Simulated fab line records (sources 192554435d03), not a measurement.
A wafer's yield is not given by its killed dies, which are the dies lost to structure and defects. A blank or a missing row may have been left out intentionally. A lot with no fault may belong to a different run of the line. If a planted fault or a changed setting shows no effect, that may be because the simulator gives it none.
The same fault as seen by 2 desks + flow n5Finfet + what lay behind the numbers comes last; until then each desk has only its own

AT THE METROLOGY DESK
What the gauges read, lot by lot, whatever tool the lot ran on: means of the sampled wafers that have a number. If a lot's mean is further than 4 standard deviations from the usual mean, the lot is out of limits and carries the mark OUT (the distance appears in the brackets). Shown are 7 of the 11 readings it has, namely the first that went out of limits plus those furthest out on some lot.
Columns: A = M0_RS at N5_BEOL_M0_RS_MEAS_126, usual 0.524 ohm/sq; B = DIBL_P at N5_BEOL_M4_RC_MEAS_101, usual 36.0 mV/V; C = IOFF_P at N5_BEOL_M4_RC_MEAS_101, usual 0.21 nA/um; D = ION_N at N5_BEOL_M4_RC_MEAS_101, usual 675 uA/um; E = ION_P at N5_BEOL_M4_RC_MEAS_101, usual 463 uA/um; F = SS_N at N5_BEOL_M4_RC_MEAS_101, usual 71.6 mV/dec; G = VT_P at N5_BEOL_M4_RC_MEAS_101, usual -251 mV
| lot  | first seen here | A                | B    | C    | D   | E   | F    | G    |
|------|-----------------|------------------|------|------|-----|-----|------|------|
| L389 | day 6 15:12     | 0.516            | 36.5 | 0.21 | 682 | 470 | 72.3 | -250 |
| L392 | day 7 10:22     | 0.526            | 34.4 | 0.21 | 667 | 461 | 71.4 | -250 |
| L394 | day 7 23:26     | 0.594 (+4.4) OUT | 37.0 | 0.23 | 676 | 465 | 71.6 | -247 |
| L396 | day 8 02:44     | 0.606 (+5.1) OUT | 35.3 | 0.21 | 681 | 468 | 71.3 | -249 |
| L400 | day 9 09:53     | 0.516            | 36.1 | 0.26 | 692 | 480 | 72.5 | -246 |
| L403 | day 9 21:18     | 0.526            | 39.2 | 0.20 | 686 | 464 | 71.4 | -252 |
| L406 | day 10 14:41    | 0.525            | 35.3 | 0.20 | 666 | 458 | 71.1 | -252 |
| L407 | day 10 21:11    | 0.521            | 36.4 | 0.23 | 681 | 471 | 71.7 | -248 |
| L408 | day 11 09:26    | 0.537            | 34.4 | 0.19 | 677 | 468 | 71.2 | -249 |
| L410 | day 11 19:20    | 0.506            | 37.9 | 0.27 | 678 | 472 | 71.9 | -246 |
This desk's result: L394, L396 out of limits, first on L394 (M0_RS at N5_BEOL_M0_RS_MEAS_126), day 7 23:26. Within limits: L389, L392, L400, L403, L406, L407, L408, L410.

THE TOOL OWNER'S DESK: pecvd-04
The tool's own readings at N5_BEOL_M0_SAQP_ILD_DEP_01 (deposits SiOC from DEMS/O2, target thk 45.419 nm, time 8.7 s): means of the sampled wafers that have a number, for each lot that ran on this tool. If a lot's mean is further than 4 standard deviations from the usual mean, the lot is out of limits and carries the mark OUT (the distance appears in the brackets).
Columns: A = heaterPowerW at N5_BEOL_M0_SAQP_ILD_DEP_01, usual 566 W; B = showerheadPlenumPTorr at N5_BEOL_M0_SAQP_ILD_DEP_01, usual 5.696 Torr; C = showerheadVppV at N5_BEOL_M0_SAQP_ILD_DEP_01, usual 1349 V; D = susceptorTempC at N5_BEOL_M0_SAQP_ILD_DEP_01, usual 350.00 C; E = throttleValvePct at N5_BEOL_M0_SAQP_ILD_DEP_01, usual 12.0 %
| lot  | first seen here | A   | B     | C    | D      | E    |
|------|-----------------|-----|-------|------|--------|------|
| L392 | day 6 21:34     | 599 | 5.703 | 1333 | 349.97 | 11.5 |
| L394 | day 7 08:03     | 594 | 5.690 | 1351 | 349.84 | 12.0 |
| L396 | day 7 16:06     | 598 | 5.689 | 1330 | 349.99 | 11.9 |
| L407 | day 10 08:54    | 583 | 5.687 | 1332 | 349.93 | 11.9 |
| L408 | day 10 15:20    | 555 | 5.694 | 1338 | 349.86 | 12.0 |
This desk's finding: nothing out of limits on any of the 5 lots.

BROUGHT TOGETHER
The metrology desk could have raised an alarm at day 7 23:26, on L394, L396.
Nothing out of limits was seen by the tool owner's desk.
The tool owner's desk has L394, L396 on record, within its limits.
Of the lots named, all ran N5_BEOL_M0_SAQP_ILD_DEP_01 on pecvd-04.

WHAT THE SIMULATOR HAD PUT IN
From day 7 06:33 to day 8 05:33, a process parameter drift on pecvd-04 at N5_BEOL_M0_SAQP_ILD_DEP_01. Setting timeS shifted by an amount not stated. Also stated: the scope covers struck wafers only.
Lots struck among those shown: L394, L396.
Time in hours between the start of the fault and the first out-of-limits reading at each desk: metrology desk, 17.
